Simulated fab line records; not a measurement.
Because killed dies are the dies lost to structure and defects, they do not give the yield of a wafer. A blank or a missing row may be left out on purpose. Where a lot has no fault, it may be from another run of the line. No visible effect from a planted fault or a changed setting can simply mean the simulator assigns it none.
Chamber matching | flow n5-finfet | 4 sister chambers for N5_MOL_CONTACT_COAG_STRIP_72 on rie-diel-06
The step strips in N2/H2. 4 wafers are shown with their chamber, then 12 later ones without.

== EACH WAFER AND ITS CHAMBER ==
wafer  | chamber | drypump-motor-current-A (A)
L090.1 | 1       | 5.7
L091.4 | 2       | 6.0
L091.5 | 0       | 6.9
L091.6 | 3       | 4.9

== WAFERS WITH NO CHAMBER GIVEN ==
wafer  | drypump-motor-current-A (A)
L092.1 | 5.9
L092.4 | 6.8
L092.6 | 5.8
L093.1 | 6.8
L093.4 | 5.9
L093.5 | 6.8
L094.2 | 5.7
L094.3 | 5.0
L094.4 | 5.9
L095.1 | 5.7
L095.3 | 4.9
L095.4 | 6.0

== CHAMBER TAKEN BY EACH ==
wafer  | from the rows above     | in truth
L092.1 | can't be placed: 2 or 1 | 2
L092.4 | 0                       | 0
L092.6 | can't be placed: 1 or 2 | 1
L093.1 | 0                       | 0
L093.4 | can't be placed: 2 or 1 | 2
L093.5 | 0                       | 0
L094.2 | 1                       | 1
L094.3 | 3                       | 3
L094.4 | can't be placed: 2 or 1 | 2
L095.1 | 1                       | 1
L095.3 | 3                       | 3
L095.4 | 2                       | 2
Correct placement for 8 of the 12. Not placeable from these rows: 4 (in 4, the candidates include the true chamber). 0 placed wrongly.
How it was worked out, from the rows above alone: a wafer's distance from a chamber is the root of the sum, over the readings, of the square of ((its reading less the chamber's mean) divided by the reading's scatter). The wafer belongs to the nearest chamber; if the next one is less than 2 further off, it can't be placed. Each chamber's mean is taken over the wafers shown for it. The scatter (one wafer shown for each chamber): square how far every hidden wafer sits from the nearest shown wafer, average those squares and take the square root.
